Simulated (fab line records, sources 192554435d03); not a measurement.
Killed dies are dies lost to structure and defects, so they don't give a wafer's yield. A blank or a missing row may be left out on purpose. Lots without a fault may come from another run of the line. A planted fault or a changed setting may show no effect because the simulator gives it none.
A struck lot beside a sound one | flow n5_finfet | 15 steps out of a route of 1938
Sound: wafers L826.1, L826.4, L826.5. Struck: wafers L819.5, L819.6. The cause comes at the end.
At each step with rows: each side's tool, then ch and its chambers, then its first start. Under that, the readings that differ: sound wafers | struck wafers | difference of the means | sigmas: that difference in standard deviations of wafers without a fault.
alike: readings whose means differ by less than 2 such deviations, and words and numbers that are the same on both sides. not compared: withheld readings, readings that some wafer has no value for, bounds like >300 that may hide the same value, and numbers for which the record gives no deviation and whose values overlap.
The two part at a step that has a row with sigmas, a row that says differs or no value, or rows on one side only. Numbers that don't overlap but have no deviation are shown without sigmas and don't part them. A reading that every wafer of one side lacks parts them only if that side has two wafers or more.

first, 2 steps without rows for these wafers: N5_BEOL_M12_TRENCH_ETCH_34 (etches SiOC in C4F8/O2/Ar, target depth 318.95 nm, time 125.5 s); N5_BEOL_M12_STRIP_70 (strips in C4F8/O2/Ar).
N5_BEOL_M12_OCD_MEAS_35:
  sound on ocd-01, day 16 00:31; struck on ocd-01, day 14 15:58
  alike: trench_depth_nm
N5_BEOL_M12_STRIP_37: strips in N2/H2.
  sound on plasma_asher-01 ch 0,1, day 16 00:33; struck on plasma_asher-01 ch 0,1, day 14 16:02
  alike: drypump_motor_current_A, heater_power_w, oes_product_au
  not compared: rf_hours_counter_h
N5_BEOL_M12_ETCH_38: etches SiCN in CF4/N2, target depth 68.7 nm, time 73.4 s.
  sound on rie_diel-03 ch 0,2,3, day 16 01:00; struck on rie_diel-05 ch 1,2, day 14 16:13
  reading            | sound             | struck      | difference | sigmas
  rf_fwd_power_W (W) | 425.8 427.9 425.2 | 430.5 430.0 | +3.9       | +3
  alike: drypump_motor_current_A, oes_product_au, rf_vpp_V, showerhead_plenum_p_Torr, throttle_valve_pct
  not compared: rf_hours_counter_h
then, 2 steps without rows for these wafers: N5_BEOL_M12_PRECLEAN_39 (cleans in residue remover, time 60 s); N5_BEOL_M12_SRD_40 (time 30 s, dry time 30 s).
N5_BEOL_M12_DEGAS_41: time 60 s.
  sound on pvd_sputter-02, day 16 01:17; struck on pvd_sputter-02, day 14 16:38
  alike: heater_power_w, susceptor_temp_C
then, 2 steps without rows for these wafers: N5_BEOL_M12_PRE_CLEAN_42 (time 30 s); N5_BEOL_M12_SPUTTER_43 (material TaN, target thk 15 nm, time 24.19 s).
N5_BEOL_M12_SPUTTER_44: material Ta, target thk 10 nm, time 16.13 s.
  sound on pvd_sputter-02, day 16 01:27; struck on pvd_sputter-02, day 14 16:49
  alike: chamber_pressure_pa, substrate_temp_c, susceptor_temp_C, throttle_valve_pct
then, 1 step without rows for these wafers: N5_BEOL_M12_SPUTTER_45 (material Cu, target thk 80 nm, time 13.33 s).
N5_BEOL_M12_ECD_47: material Cu, target thk 720 nm.
  sound on ecd_cu-01 ch 0,1, day 16 01:39; struck on ecd_cu-02 ch 0,1, day 14 17:04
  reading                                 | sound       | struck    | difference | sigmas
  model.Cu_of_BEOL_M12_ECD_47.thk_nm (nm) | 708 711 710 | 1360 1358 | +649       |
N5_BEOL_M12_ANNEAL_48: time 90 s.
  sound on rtp_anneal-02 ch 0, day 16 01:47; struck on rtp_anneal-01 ch 0, day 14 17:18
  alike: wafer_temp_C_max
then, 1 step without rows for these wafers: N5_PASSIVATION_PROBE_49.

WHERE THEY PART
Only at N5_BEOL_M12_ETCH_38, within this record. Later steps at which nothing parts them and some readings are alike: N5_BEOL_M12_DEGAS_41, N5_BEOL_M12_SPUTTER_44, N5_BEOL_M12_ANNEAL_48.

WHY: what the simulator had put in
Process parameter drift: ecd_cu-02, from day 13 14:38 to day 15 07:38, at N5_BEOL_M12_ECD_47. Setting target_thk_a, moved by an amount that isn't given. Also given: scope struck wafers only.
